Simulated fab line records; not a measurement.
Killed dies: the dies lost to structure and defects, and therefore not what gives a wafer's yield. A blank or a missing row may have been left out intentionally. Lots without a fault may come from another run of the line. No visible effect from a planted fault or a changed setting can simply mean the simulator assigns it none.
fab line records :: flow nandHarc
[record]
  lots = 5
  wafers = 15
  lastDay = 29
route steps=1302 shown A_SLIT@940 A_SIN_REMOVE@947 A_WL_FILL@952 END@1302
lots with no fault: from the same line, run without faults
startH: hours from the record's first day to the start of the lot's first wafer shown :: waitH: hours from the lot's prior step to this one :: " the same as in the row above :: L1.1+2: a row that stands for several wafers :: - no value, or no start given :: * or withheld: withheld :: < > ~ a bound
route shown NAME@n: names a module that has steps shown in the file, with the first one's number in the route :: usual: mean/standard deviation of fault-free wafers :: same: alike in all rows :: chamber/n: place in a boat :: sites: per-site readings :: _std_site: the values' standard deviation :: _edge_site: mean of outer sites minus mean of inner sites :: radiusMm: how far each site lies from the wafer's centre :: mask NAME#n: copy n :: behind: the last tool/chamber to shape the wafer :: hold: cause of the lot's hold/its duration in hours/its outcome :: device: transistor that didn't switch, given as n, p or np :: end of line: the tests these same wafers got at the end of their route :: a step with no rows: only its recipe :: killed: dies that structure and defects cost at the first sort, which is not the same as the wafer's yield :: map: the dies of a wafer, with x for killed, . for not killed, _ for no die there
set.NAME: setting as actually run; set.NAME@STEP: the setting as run at that earlier step :: model.NAME: the simulator's own value behind a step, which no gauge read
lots at selected steps of the route; one table per step, one row per wafer
services: from which hour (startH, from the record's first day; less than 0 if before it) a tool's chamber was out of use, for how many hours, and why
[[steps]]
[step NHARC_A_SLIT_ETCH_26]
[recipe]
  biasV = 400
  sourceW = 2000
  pressureMtorr = 25
  timeS = 90
  arFlowSccm = 375
  c4f8FlowSccm = 41.7
  o2FlowSccm = 83.3
  targetDepthA = 4000
  chemistry = C4F8/O2/Ar
[usual]
  drypumpMotorCurrentA = 5.64/0.29
  oesAirLineAu = 1.004/0.021
  showerheadPlenumPTorr = 3.62/0.16
  throttleValvePct = 27.619/0.0087
lot.wafer: L572.2
tool: harEtch-01
chamber: 1
startH: 475.42
waitH: 2.4
drypumpMotorCurrentA: 5.54
oesAirLineAu: 0.993
rfHoursCounterH: 260
showerheadPlenumPTorr: 3.50
throttleValvePct: 27.612

lot.wafer: L572.6
tool: harEtch-01
chamber: 0
startH: 475.42
waitH: 2.4
drypumpMotorCurrentA: 5.39
oesAirLineAu: 1.027
rfHoursCounterH: -
showerheadPlenumPTorr: 3.64
throttleValvePct: 27.612

lot.wafer: L572.5
tool: harEtch-01
chamber: 1
startH: 475.42
waitH: 2.4
drypumpMotorCurrentA: 5.52
oesAirLineAu: 0.984
rfHoursCounterH: -
showerheadPlenumPTorr: 3.50
throttleValvePct: 27.629

lot.wafer: L573.2
tool: harEtch-02
chamber: 1
startH: 489.55
waitH: 2.5
drypumpMotorCurrentA: 5.70
oesAirLineAu: 0.998
rfHoursCounterH: 57
showerheadPlenumPTorr: 3.95
throttleValvePct: 27.615

lot.wafer: L573.4
tool: harEtch-02
chamber: 0
startH: 489.55
waitH: 2.5
drypumpMotorCurrentA: 6.23
oesAirLineAu: 1.018
rfHoursCounterH: -
showerheadPlenumPTorr: 3.62
throttleValvePct: 27.625

lot.wafer: L573.6
tool: harEtch-02
chamber: 1
startH: 489.55
waitH: 2.5
drypumpMotorCurrentA: 5.71
oesAirLineAu: 1.011
rfHoursCounterH: -
showerheadPlenumPTorr: 3.95
throttleValvePct: 27.624

lot.wafer: L579.2
tool: harEtch-01
chamber: 1
startH: 528.66
waitH: 2.5
drypumpMotorCurrentA: 5.53
oesAirLineAu: 0.992
rfHoursCounterH: 290
showerheadPlenumPTorr: 3.48
throttleValvePct: 27.623

lot.wafer: L579.4
tool: harEtch-01
chamber: 1
startH: 528.66
waitH: 2.5
drypumpMotorCurrentA: 5.50
oesAirLineAu: 1.022
rfHoursCounterH: -
showerheadPlenumPTorr: 3.48
throttleValvePct: 27.627

lot.wafer: L579.5
tool: harEtch-01
chamber: 1
startH: 528.66
waitH: 2.5
drypumpMotorCurrentA: 5.52
oesAirLineAu: 1.005
rfHoursCounterH: -
showerheadPlenumPTorr: 3.48
throttleValvePct: 27.602

lot.wafer: L584.1
tool: harEtch-01
chamber: 1
startH: 592.47
waitH: 2.5
drypumpMotorCurrentA: 5.52
oesAirLineAu: 0.981
rfHoursCounterH: 325
showerheadPlenumPTorr: 3.47
throttleValvePct: 27.613

lot.wafer: L584.3
tool: harEtch-01
chamber: 0
startH: 592.47
waitH: 2.5
drypumpMotorCurrentA: 5.38
oesAirLineAu: 1.042
rfHoursCounterH: -
showerheadPlenumPTorr: 3.60
throttleValvePct: 27.623

lot.wafer: L584.4
tool: harEtch-01
chamber: 1
startH: 592.47
waitH: 2.5
drypumpMotorCurrentA: 5.52
oesAirLineAu: 0.965
rfHoursCounterH: -
showerheadPlenumPTorr: 3.47
throttleValvePct: 27.615

lot.wafer: L585.1
tool: harEtch-02
chamber: 1
startH: 602.62
waitH: 3.0
drypumpMotorCurrentA: 5.68
oesAirLineAu: 1.007
rfHoursCounterH: 122
showerheadPlenumPTorr: 3.91
throttleValvePct: 27.609

lot.wafer: L585.2
tool: harEtch-02
chamber: 0
startH: 602.62
waitH: 3.0
drypumpMotorCurrentA: 6.17
oesAirLineAu: 1.009
rfHoursCounterH: 122
showerheadPlenumPTorr: 3.58
throttleValvePct: 27.620

lot.wafer: L585.3
tool: harEtch-02
chamber: 0
startH: 602.62
waitH: 3.0
drypumpMotorCurrentA: 6.20
oesAirLineAu: 1.006
rfHoursCounterH: -
showerheadPlenumPTorr: 3.58
throttleValvePct: 27.621
[step NHARC_A_SLIT_STRIP_28]
[recipe]
  o2FlowSccm = 400
  cosFlowSccm = 20
  arFlowSccm = 0
  biasW = 0
  chemistry = O2/COS
[step NHARC_A_SLIT_ETCH_29]
[recipe]
  targetDepthA = 1000
  overetchA = 100
  timeS = 55
  ionEnergyEv = 100
  cf4FlowSccm = 80
  o2FlowSccm = 20
  arFlowSccm = 0
  rfW = 300
  biasW = 100
  chemistry = CF4/O2
[usual]
  drypumpMotorCurrentA = 5.9/0.52
  oes_ar_750_au = 1.001/0.0051
  oesProductAu = 1.001/0.0074
  rfVppV = 197.7/1.3
  showerheadPlenumPTorr = 1.33/0.053
  throttleValvePct = 13.397/0.0092
lot.wafer: L572.2
tool: rieDiel-06
chamber: 2
startH: 476.28
waitH: 0.1
drypumpMotorCurrentA: 6.6
oes_ar_750_au: 1.004
oesProductAu: 1.006
rfHoursCounterH: 9.6
rfVppV: 195.5
showerheadPlenumPTorr: 1.25
throttleValvePct: 13.390

lot.wafer: L572.5
tool: rieDiel-06
chamber: 0
startH: 476.28
waitH: 0.1
drypumpMotorCurrentA: 5.8
oes_ar_750_au: 0.992
oesProductAu: 0.999
rfHoursCounterH: -
rfVppV: 198.2
showerheadPlenumPTorr: 1.39
throttleValvePct: 13.396

lot.wafer: L572.6
tool: rieDiel-06
chamber: 1
startH: 476.28
waitH: 0.1
drypumpMotorCurrentA: 5.9
oes_ar_750_au: 1.006
oesProductAu: 1.000
rfHoursCounterH: -
rfVppV: 197.4
showerheadPlenumPTorr: 1.36
throttleValvePct: 13.399

lot.wafer: L573.4
tool: rieDiel-05
chamber: 2
startH: 490.40
waitH: 0.1
drypumpMotorCurrentA: 5.5
oes_ar_750_au: 1.003
oesProductAu: 1.006
rfHoursCounterH: 3.0
rfVppV: 198.5
showerheadPlenumPTorr: 1.37
throttleValvePct: 13.384

lot.wafer: L573.2
tool: rieDiel-05
chamber: 1
startH: 490.40
waitH: 0.1
drypumpMotorCurrentA: 5.7
oes_ar_750_au: 1.005
oesProductAu: 1.001
rfHoursCounterH: 3.4
rfVppV: 195.5
showerheadPlenumPTorr: 1.29
throttleValvePct: 13.395

lot.wafer: L573.6
tool: rieDiel-05
chamber: 3
startH: 490.40
waitH: 0.1
drypumpMotorCurrentA: 6.6
oes_ar_750_au: 1.000
oesProductAu: 1.003
rfHoursCounterH: -
rfVppV: 197.2
showerheadPlenumPTorr: 1.30
throttleValvePct: 13.406

lot.wafer: L579.4
tool: rieDiel-05
chamber: 3
startH: 529.52
waitH: 0.1
drypumpMotorCurrentA: 6.6
oes_ar_750_au: 0.996
oesProductAu: 0.996
rfHoursCounterH: 7.6
rfVppV: 197.3
showerheadPlenumPTorr: 1.30
throttleValvePct: 13.426

lot.wafer: L579.2
tool: rieDiel-05
chamber: 1
startH: 529.52
waitH: 0.1
drypumpMotorCurrentA: 5.7
oes_ar_750_au: 0.994
oesProductAu: 1.007
rfHoursCounterH: 6.0
rfVppV: 199.0
showerheadPlenumPTorr: 1.29
throttleValvePct: 13.415

lot.wafer: L579.5
tool: rieDiel-05
chamber: 3
startH: 529.52
waitH: 0.1
drypumpMotorCurrentA: 6.6
oes_ar_750_au: 1.005
oesProductAu: 1.002
rfHoursCounterH: -
rfVppV: 197.0
showerheadPlenumPTorr: 1.30
throttleValvePct: 13.372

lot.wafer: L584.1
tool: rieDiel-06
chamber: 1
startH: 593.33
waitH: 0.1
drypumpMotorCurrentA: 5.9
oes_ar_750_au: 0.993
oesProductAu: 1.000
rfHoursCounterH: 3.7
rfVppV: 198.7
showerheadPlenumPTorr: 1.36
throttleValvePct: 13.408

lot.wafer: L584.3
tool: rieDiel-06
chamber: 2
startH: 593.33
waitH: 0.1
drypumpMotorCurrentA: 6.6
oes_ar_750_au: 1.000
oesProductAu: 1.003
rfHoursCounterH: 3.5
rfVppV: 195.8
showerheadPlenumPTorr: 1.25
throttleValvePct: 13.417

lot.wafer: L584.4
tool: rieDiel-06
chamber: 0
startH: 593.33
waitH: 0.1
drypumpMotorCurrentA: 5.8
oes_ar_750_au: 0.999
oesProductAu: 1.010
rfHoursCounterH: 3.3
rfVppV: 197.8
showerheadPlenumPTorr: 1.39
throttleValvePct: 13.393

lot.wafer: L585.3
tool: rieDiel-05
chamber: 1
startH: 603.51
waitH: 0.1
drypumpMotorCurrentA: 5.7
oes_ar_750_au: 0.994
oesProductAu: 1.015
rfHoursCounterH: 1.1
rfVppV: 199.0
showerheadPlenumPTorr: 1.29
throttleValvePct: 13.386

lot.wafer: L585.2
tool: rieDiel-05
chamber: 3
startH: 603.51
waitH: 0.1
drypumpMotorCurrentA: 6.6
oes_ar_750_au: 0.995
oesProductAu: 0.999
rfHoursCounterH: 0.6
rfVppV: 197.2
showerheadPlenumPTorr: 1.30
throttleValvePct: 13.396

lot.wafer: L585.1
tool: rieDiel-05
chamber: 0
startH: 603.51
waitH: 0.1
drypumpMotorCurrentA: 4.8
oes_ar_750_au: 0.998
oesProductAu: 1.012
rfHoursCounterH: 1.1
rfVppV: 197.8
showerheadPlenumPTorr: 1.28
throttleValvePct: 13.395
[step NHARC_A_SLIT_STRIP_18]
[recipe]
  o2FlowSccm = 500
  arFlowSccm = 0
  biasW = 0
  chemistry = O2
[usual]
  drypumpMotorCurrentA = 5.9/0.56
  oesProductAu = 1.001/0.0062
  rfVppV = 57.6/0.9
  showerheadPlenumPTorr = 3.50/0.14
  throttleValvePct = 17.036/0.0091
lot.wafer: L572.2
tool: rieDiel-06
chamber: 1
startH: -
waitH: -
drypumpMotorCurrentA: 5.9
oesProductAu: 1.005
rfHoursCounterH: 10.1
rfVppV: 58.0
showerheadPlenumPTorr: 3.59
throttleValvePct: 17.034

lot.wafer: L572.6
tool: rieDiel-06
chamber: 1
startH: -
waitH: -
drypumpMotorCurrentA: 5.9
oesProductAu: 1.003
rfHoursCounterH: -
rfVppV: 58.0
showerheadPlenumPTorr: 3.59
throttleValvePct: 17.041

lot.wafer: L572.5
tool: rieDiel-06
chamber: 2
startH: -
waitH: -
drypumpMotorCurrentA: 6.6
oesProductAu: 1.002
rfHoursCounterH: -
rfVppV: 56.7
showerheadPlenumPTorr: 3.31
throttleValvePct: 17.027

lot.wafer: L573.4
tool: rieDiel-05
chamber: 0
startH: -
waitH: -
drypumpMotorCurrentA: 4.9
oesProductAu: 0.999
rfHoursCounterH: 4.7
rfVppV: 57.2
showerheadPlenumPTorr: 3.40
throttleValvePct: 17.029

lot.wafer: L573.2
tool: rieDiel-05
chamber: 1
startH: -
waitH: -
drypumpMotorCurrentA: 5.7
oesProductAu: 1.010
rfHoursCounterH: 3.4
rfVppV: 57.0
showerheadPlenumPTorr: 3.42
throttleValvePct: 17.046

lot.wafer: L573.6
tool: rieDiel-05
chamber: 2
startH: -
waitH: -
drypumpMotorCurrentA: 5.6
oesProductAu: 1.005
rfHoursCounterH: -
rfVppV: 56.3
showerheadPlenumPTorr: 3.62
throttleValvePct: 17.022

lot.wafer: L579.4
tool: rieDiel-05
chamber: 1
startH: -
waitH: -
drypumpMotorCurrentA: 5.7
oesProductAu: 1.002
rfHoursCounterH: 6.0
rfVppV: 56.4
showerheadPlenumPTorr: 3.42
throttleValvePct: 17.042

lot.wafer: L579.2
tool: rieDiel-05
chamber: 3
startH: -
waitH: -
drypumpMotorCurrentA: 6.7
oesProductAu: 0.993
rfHoursCounterH: 7.7
rfVppV: 58.1
showerheadPlenumPTorr: 3.44
throttleValvePct: 17.058

lot.wafer: L579.5
tool: rieDiel-05
chamber: 2
startH: -
waitH: -
drypumpMotorCurrentA: 5.6
oesProductAu: 1.005
rfHoursCounterH: -
rfVppV: 57.9
showerheadPlenumPTorr: 3.62
throttleValvePct: 17.037

lot.wafer: L584.1
tool: rieDiel-06
chamber: 2
startH: -
waitH: -
drypumpMotorCurrentA: 6.6
oesProductAu: 1.002
rfHoursCounterH: 3.5
rfVppV: 58.7
showerheadPlenumPTorr: 3.30
throttleValvePct: 17.038

lot.wafer: L584.4
tool: rieDiel-06
chamber: 3
startH: -
waitH: -
drypumpMotorCurrentA: 6.5
oesProductAu: 0.988
rfHoursCounterH: 3.1
rfVppV: 58.4
showerheadPlenumPTorr: 3.34
throttleValvePct: 17.039

lot.wafer: L584.3
tool: rieDiel-06
chamber: 1
startH: -
waitH: -
drypumpMotorCurrentA: 5.9
oesProductAu: 0.998
rfHoursCounterH: 3.7
rfVppV: 58.8
showerheadPlenumPTorr: 3.59
throttleValvePct: 17.039

lot.wafer: L585.2
tool: rieDiel-05
chamber: 3
startH: -
waitH: -
drypumpMotorCurrentA: 6.6
oesProductAu: 0.995
rfHoursCounterH: 0.6
rfVppV: 58.2
showerheadPlenumPTorr: 3.44
throttleValvePct: 17.034

lot.wafer: L585.1
tool: rieDiel-05
chamber: 1
startH: -
waitH: -
drypumpMotorCurrentA: 5.7
oesProductAu: 1.000
rfHoursCounterH: 1.2
rfVppV: 56.7
showerheadPlenumPTorr: 3.42
throttleValvePct: 17.035

lot.wafer: L585.3
tool: rieDiel-05
chamber: 2
startH: -
waitH: -
drypumpMotorCurrentA: 5.6
oesProductAu: 0.993
rfHoursCounterH: 0.7
rfVppV: 58.1
showerheadPlenumPTorr: 3.62
throttleValvePct: 17.039
[step NHARC_A_SLIT_PRECLEAN_19]
[recipe]
  timeS = *
  tempC = 50
  bathAgeMin = 0
  chemistry = SC1
[step NHARC_A_SLIT_SRD_20]
[step NHARC_A_SLIT_CD_MEAS_21]
[usual]
  cdNm = 289.6/0.78
lot.wafer: L572.2
tool: cdSem-02
chamber: -
startH: 476.84
waitH: 0.1
cdNm: 288.5

lot.wafer: L572.5
tool: cdSem-02
chamber: -
startH: 476.84
waitH: 0.1
cdNm: 288.0

lot.wafer: L572.6
tool: cdSem-02
chamber: -
startH: 476.84
waitH: 0.1
cdNm: 288.7

lot.wafer: L573.2
tool: cdSem-02
chamber: -
startH: 490.94
waitH: -
cdNm: 290.3

lot.wafer: L573.4
tool: cdSem-02
chamber: -
startH: 490.94
waitH: -
cdNm: 290.6

lot.wafer: L573.6
tool: cdSem-02
chamber: -
startH: 490.94
waitH: -
cdNm: 290.7

lot.wafer: L579.2
tool: cdSem-02
chamber: -
startH: 530.06
waitH: -
cdNm: 288.1

lot.wafer: L579.4
tool: cdSem-02
chamber: -
startH: 530.06
waitH: -
cdNm: 288.4

lot.wafer: L579.5
tool: cdSem-02
chamber: -
startH: 530.06
waitH: -
cdNm: 289.0

lot.wafer: L584.1
tool: cdSem-02
chamber: -
startH: 593.87
waitH: -
cdNm: 289.7

lot.wafer: L584.3
tool: cdSem-02
chamber: -
startH: 593.87
waitH: -
cdNm: 290.4

lot.wafer: L584.4
tool: cdSem-02
chamber: -
startH: 593.87
waitH: -
cdNm: 289.9

lot.wafer: L585.1
tool: cdSem-01
chamber: -
startH: 604.05
waitH: -
cdNm: 289.1

lot.wafer: L585.2
tool: cdSem-01
chamber: -
startH: 604.05
waitH: -
cdNm: 288.5

lot.wafer: L585.3
tool: cdSem-01
chamber: -
startH: 604.05
waitH: -
cdNm: 288.6
[step NHARC_A_SIN_REMOVE_WET_00]
[recipe]
  tempC = 160
  timeS = 15300
  chemistry = H3PO4
[step NHARC_A_SIN_REMOVE_PRECLEAN_01]
[recipe]
  timeS = *
  tempC = 50
  bathAgeMin = 0
  chemistry = SC1
[step NHARC_A_SIN_REMOVE_SRD_02]
[step NHARC_A_SIN_REMOVE_INSPECT_04]
[usual]
  rawDefectCount = 367/71
lot.wafer: L572.2
tool: defectInspect-02
chamber: -
startH: 483.51
waitH: 0.0
rawDefectCount: 388

lot.wafer: L572.5
tool: defectInspect-02
chamber: -
startH: 483.51
waitH: 0.0
rawDefectCount: 294

lot.wafer: L572.6
tool: defectInspect-02
chamber: -
startH: 483.51
waitH: 0.0
rawDefectCount: 280

lot.wafer: L573.2
tool: defectInspect-02
chamber: -
startH: 496.14
waitH: 0.0
rawDefectCount: 397

lot.wafer: L573.4
tool: defectInspect-02
chamber: -
startH: 496.14
waitH: 0.0
rawDefectCount: 383

lot.wafer: L573.6
tool: defectInspect-02
chamber: -
startH: 496.14
waitH: 0.0
rawDefectCount: 492

lot.wafer: L579.2
tool: defectInspect-02
chamber: -
startH: 536.71
waitH: 0.0
rawDefectCount: 413

lot.wafer: L579.4
tool: defectInspect-02
chamber: -
startH: 536.71
waitH: 0.0
rawDefectCount: 483

lot.wafer: L579.5
tool: defectInspect-02
chamber: -
startH: 536.71
waitH: 0.0
rawDefectCount: 393

lot.wafer: L584.1
tool: defectInspect-01
chamber: -
startH: 600.50
waitH: 0.0
rawDefectCount: 444

lot.wafer: L584.3
tool: defectInspect-01
chamber: -
startH: 600.50
waitH: 0.0
rawDefectCount: 345

lot.wafer: L584.4
tool: defectInspect-01
chamber: -
startH: 600.50
waitH: 0.0
rawDefectCount: 333

lot.wafer: L585.1
tool: defectInspect-02
chamber: -
startH: 609.87
waitH: 0.0
rawDefectCount: 259

lot.wafer: L585.2
tool: defectInspect-02
chamber: -
startH: 609.87
waitH: 0.0
rawDefectCount: 293

lot.wafer: L585.3
tool: defectInspect-02
chamber: -
startH: 609.87
waitH: 0.0
rawDefectCount: 262
[step NHARC_A_WL_FILL_ALD_00]
[recipe]
  targetThkA = 30
  pulseTimeS = 3
  aldCycles = 30
  tempC = 300
  material = Al2O3
[usual]
  aldCycles = 30/0
  heaterPowerW = 458/63
  precursorPulseHeightRel = 0.999/0.02
lot.wafer: L572.2
tool: aldHk-02
chamber: 1
startH: 483.63
waitH: 0.1
aldCycles: 30
heaterPowerW: 606
precursorPulseHeightRel: 0.973

lot.wafer: L572.6
tool: aldHk-02
chamber: 0
startH: 483.63
waitH: 0.1
aldCycles: 30
heaterPowerW: 408
precursorPulseHeightRel: 1.001

lot.wafer: L572.5
tool: aldHk-02
chamber: 1
startH: 483.63
waitH: 0.1
aldCycles: 30
heaterPowerW: 607
precursorPulseHeightRel: 1.039

lot.wafer: L573.4
tool: aldHk-02
chamber: 0
startH: 496.23
waitH: 0.1
aldCycles: 30
heaterPowerW: 401
precursorPulseHeightRel: 0.979

lot.wafer: L573.2
tool: aldHk-02
chamber: 2
startH: 496.23
waitH: 0.1
aldCycles: 30
heaterPowerW: 538
precursorPulseHeightRel: 1.013

lot.wafer: L573.6
tool: aldHk-02
chamber: 0
startH: 496.23
waitH: 0.1
aldCycles: 30
heaterPowerW: 411
precursorPulseHeightRel: 1.012

lot.wafer: L579.2
tool: aldHk-04
chamber: 0
startH: 536.78
waitH: 0.1
aldCycles: 30
heaterPowerW: 368
precursorPulseHeightRel: 0.983

lot.wafer: L579.4
tool: aldHk-04
chamber: 2
startH: 536.78
waitH: 0.1
aldCycles: 30
heaterPowerW: 465
precursorPulseHeightRel: 1.000

lot.wafer: L579.5
tool: aldHk-04
chamber: 1
startH: 536.78
waitH: 0.1
aldCycles: 30
heaterPowerW: 445
precursorPulseHeightRel: 1.026

lot.wafer: L584.3
tool: aldHk-01
chamber: 2
startH: 600.57
waitH: 0.1
aldCycles: 30
heaterPowerW: 492
precursorPulseHeightRel: 0.993

lot.wafer: L584.1
tool: aldHk-01
chamber: 3
startH: 600.57
waitH: 0.1
aldCycles: 30
heaterPowerW: 387
precursorPulseHeightRel: 0.973

lot.wafer: L584.4
tool: aldHk-01
chamber: 0
startH: 600.57
waitH: 0.1
aldCycles: 30
heaterPowerW: 447
precursorPulseHeightRel: 0.986

lot.wafer: L585.3
tool: aldHk-04
chamber: 1
startH: 610.15
waitH: 0.3
aldCycles: 55
heaterPowerW: 431
precursorPulseHeightRel: 1.002

lot.wafer: L585.1
tool: aldHk-04
chamber: 2
startH: 610.15
waitH: 0.3
aldCycles: 30
heaterPowerW: 462
precursorPulseHeightRel: 0.999

lot.wafer: L585.2
tool: aldHk-04
chamber: 3
startH: 610.15
waitH: 0.3
aldCycles: 30
heaterPowerW: 442
precursorPulseHeightRel: 0.971
[step NHARC_A_WL_FILL_RTA_01]
[recipe]
  tempC = 1000
  timeS = 5
[usual]
  lampPowerPct = 29.8/1.5
  lamp_zone_1_pct = 29.8/1.5
  wafer_temp_C_max = 1004.2/1.4
lot.wafer: L572.2
tool: rtpAnneal-02
chamber: 0
startH: 484.03
waitH: 0.3
lampPowerPct: 31.0
lamp_zone_1_pct: 30.9
wafer_temp_C_max: 1005.6

lot.wafer: L572.5
tool: rtpAnneal-02
chamber: 0
startH: 484.03
waitH: 0.3
lampPowerPct: 31.0
lamp_zone_1_pct: 31.0
wafer_temp_C_max: 1004.9

lot.wafer: L572.6
tool: rtpAnneal-02
chamber: 0
startH: 484.03
waitH: 0.3
lampPowerPct: 30.9
lamp_zone_1_pct: 30.9
wafer_temp_C_max: 1004.1

lot.wafer: L573.2
tool: rtpAnneal-02
chamber: 0
startH: 496.51
waitH: -
lampPowerPct: 31.0
lamp_zone_1_pct: 30.9
wafer_temp_C_max: 1005.2

lot.wafer: L573.4
tool: rtpAnneal-02
chamber: 0
startH: 496.51
waitH: -
lampPowerPct: 31.0
lamp_zone_1_pct: 31.1
wafer_temp_C_max: 1005.9

lot.wafer: L573.6
tool: rtpAnneal-02
chamber: 0
startH: 496.51
waitH: -
lampPowerPct: 31.0
lamp_zone_1_pct: 30.9
wafer_temp_C_max: 1004.9

lot.wafer: L579.2
tool: rtpAnneal-02
chamber: 0
startH: 537.07
waitH: -
lampPowerPct: 31.0
lamp_zone_1_pct: 31.0
wafer_temp_C_max: 1004.1

lot.wafer: L579.4
tool: rtpAnneal-02
chamber: 0
startH: 537.07
waitH: -
lampPowerPct: 31.0
lamp_zone_1_pct: 31.0
wafer_temp_C_max: 1003.3

lot.wafer: L579.5
tool: rtpAnneal-02
chamber: 0
startH: 537.07
waitH: -
lampPowerPct: 31.0
lamp_zone_1_pct: 30.9
wafer_temp_C_max: 1003.9

lot.wafer: L584.1
tool: rtpAnneal-02
chamber: 0
startH: 600.83
waitH: -
lampPowerPct: 30.9
lamp_zone_1_pct: 31.0
wafer_temp_C_max: 1005.4

lot.wafer: L584.3
tool: rtpAnneal-02
chamber: 0
startH: 600.83
waitH: -
lampPowerPct: 31.0
lamp_zone_1_pct: 31.0
wafer_temp_C_max: 1004.4

lot.wafer: L584.4
tool: rtpAnneal-02
chamber: 0
startH: 600.83
waitH: -
lampPowerPct: 31.0
lamp_zone_1_pct: 31.0
wafer_temp_C_max: 1004.3

lot.wafer: L585.1
tool: rtpAnneal-02
chamber: 0
startH: 610.39
waitH: -
lampPowerPct: 31.0
lamp_zone_1_pct: 31.0
wafer_temp_C_max: 1006.4

lot.wafer: L585.2
tool: rtpAnneal-02
chamber: 0
startH: 610.39
waitH: -
lampPowerPct: 31.0
lamp_zone_1_pct: 31.0
wafer_temp_C_max: 1004.9

lot.wafer: L585.3
tool: rtpAnneal-02
chamber: 0
startH: 610.39
waitH: -
lampPowerPct: 31.0
lamp_zone_1_pct: 31.0
wafer_temp_C_max: 1005.7
[step NHARC_END_SORT_01]
[recipe]
  tempC = 25
[usual]
  killedAtArray = 51/17
  killedAtOther = 1.6/2.1
  killedAtPeriphery = 4/3.2
  killedDies = 57/18
  killedOpen = 2.9/1.7
  killedShort = 2.3/1.3
[same]
  grossDies = 677
lot.wafer: L585.3
tool: prober-01
chamber: 0
startH: 707.58
waitH: 3.1
killedAtArray: 364
killedAtOther: 0
killedAtPeriphery: 11
killedDies: 375
killedOpen: 5
killedShort: 1
// killed by level:class
L585.3 A_WL_FILL:areaAld=344 P_GATE:chamberFilmFlake=7 A_CHANNEL_HOLE_D1:chamberFilmFlake=7 A_CONTACT:chamberFilmFlake=5 P_M1:chamberFilmFlake=2 A_SLIT:chamberFilmFlake=2 P_GATE:geometricParticle:open=1 P_CONTACT:geometricParticle:open=1
// map L585.3 (x killed, . not)
____________.____________
_________x..xxx._________
_______.x...xx.xxx_______
______x.x...xx...x.______
_____xxx.x..xx.xx..x_____
____xxxxx....xx.x.xx.____
____..xxx.xxxx.xxx..x____
___x......xx..xx..x.xx___
___.xxxxxxxxx..x.xx..x___
__.xxxx.x...x.xx.xxx.x.__
__.....x..xx..xx.xxx.xx__
_xx.xx.xxxxxxxx..xx..x.._
_...xxx......xx.xxxx..x._
_.xx.xxxxxx.x.xxxxxxx..._
_xx.x.xx.xxx.xxxxxx.xxxx_
_.xxxxxx.xx..x..xx.xx..._
..xx.xxxxx.xxx.x.x.xxx...
..xx.xx.xx...xxxxxxxxxx..
.x.xxx.x.xx.xx..x.xxxxx.x
....xxxxxxxxxxx.x.xxxx..x
..xx.x.xx.xxx.x.xx.x.x.x.
_..xxx.xx.xxx.x..x...xx._
_xx..x..xxxxxxxxxx..xx.._
_....xxxxxx.xx.x.x.xxx.x_
_.x.x..xxxxxx....xx.x..x_
_.x...xxxx.x.x.x..x.xxx._
__...xxx..x.x.xx.xx.xxx__
__xx.xx.x.x.x.xxxxx.x.x__
___.x.x.....x.xxxxx.x.___
___.x.xxx....xx....x..___
____..xx.x..x.xxxxx.x____
____...x.xxx.x.......____
_____x..x.x...x..x.._____
______xxx.x...x....______
_______..xx.....xx_______
_________..x...._________
____________.____________
// map L579.5 (x killed, . not)
____________.____________
_________......._________
_______....x......_______
______.............______
_____..............._____
____.................____
____.................____
___......x............___
___...................___
__.....................__
__.x...................__
_...................x..._
_......................._
_......................._
_......................x_
_.....x..............x.x_
......................xxx
.....................x.x.
.....................xxxx
...........x.........x.xx
......................xxx
_..........x..........xx_
_......................x_
_......................._
_...........x..........x_
_......................._
__.....................__
__.........x...........__
___..xx...............___
___..xx...x.......x...___
____.xxxxxx.x...x....____
____..xxxxxx.........____
_____xx..x.xxx......_____
______xx..xx......x______
_______xxx.xx..x.._______
_________xxxx..._________
____________x____________
[[services]]
tool: rieDiel-05
chamber: 0
startH: 464.60
hours: -
kind: clean

tool: rieDiel-05
chamber: 1
startH: 464.60
hours: -
kind: clean

tool: rieDiel-05
chamber: 2
startH: 464.60
hours: -
kind: clean

tool: rieDiel-05
chamber: 3
startH: 464.60
hours: -
kind: clean

tool: aldHk-01
chamber: -
startH: 475.23
hours: 10.0
kind: pm

tool: rieDiel-06
chamber: 3
startH: 480.86
hours: 4.8
kind: repair

tool: rieDiel-06
chamber: -
startH: 484.20
hours: 9.0
kind: pm

tool: rieDiel-05
chamber: 0
startH: 489.10
hours: -
kind: clean

tool: rieDiel-05
chamber: 1
startH: 489.10
hours: -
kind: clean

tool: rieDiel-05
chamber: 2
startH: 489.10
hours: -
kind: clean

tool: rieDiel-05
chamber: 3
startH: 489.10
hours: -
kind: clean

tool: rieDiel-06
chamber: 2
startH: 503.36
hours: 1.5
kind: repair

tool: rieDiel-05
chamber: -
startH: 508.98
hours: 1.0
kind: repair

tool: rieDiel-05
chamber: 0
startH: 513.64
hours: -
kind: clean

tool: rieDiel-05
chamber: 1
startH: 513.64
hours: -
kind: clean

tool: rieDiel-05
chamber: 2
startH: 513.64
hours: -
kind: clean

tool: rieDiel-05
chamber: 3
startH: 513.64
hours: -
kind: clean

tool: rieDiel-06
chamber: 0
startH: 518.04
hours: 1.4
kind: repair

tool: aldHk-02
chamber: -
startH: 530.17
hours: 10.0
kind: pm

tool: aldHk-04
chamber: -
startH: 535.55
hours: 0.8
kind: repair

tool: rieDiel-05
chamber: 0
startH: 538.14
hours: -
kind: clean

tool: rieDiel-05
chamber: 1
startH: 538.14
hours: -
kind: clean

tool: rieDiel-05
chamber: 2
startH: 538.14
hours: -
kind: clean

tool: rieDiel-05
chamber: -
startH: 583.60
hours: 9.0
kind: pm
[[key]]
[firstSign]
  step = NHARC_A_WL_FILL_ALD_00
  reading = aldCycles
  direction = up
  sigmas = 99+
  usual = 30
  struck = 55
[effect]
  step = NHARC_END_SORT_01
  reading = killedDies
  direction = up
  sigmas = 18
  usual = 57
  struck = 375
[moreKillsBornAt]
  NHARC_A_WL_FILL_ALD_00@aldHk-04 = 344
metAt NHARC_A_WL_FILL_ALD_00
struckWafers L585.3
laterRowsLeftOut L585.3
testerLeftOut L585
onsetBetween 536.78 610.15
[fault]
  kind = processParameterDrift
  tool = aldHk-04
  chamber = 1
  onsetH = 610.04
  steps = NHARC_A_WL_FILL_ALD_00
  channel = aldCycles
  offset = 25
  shape = step
  endH = 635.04
  actsIn = theseRecipesOnly
  stated = 30
// testerLeftOut: of these lots the tester's yield and bins aren't shown, on N5 and GAA mostly nor the transistor test; their killed dies are dies lost to structure and defects alone, not to doping, threshold or leakage, so they don't give the yield
// laterRowsLeftOut: the simulator's readings of these wafers behind a module that went badly wrong aren't trusted and aren't shown, but for the sort
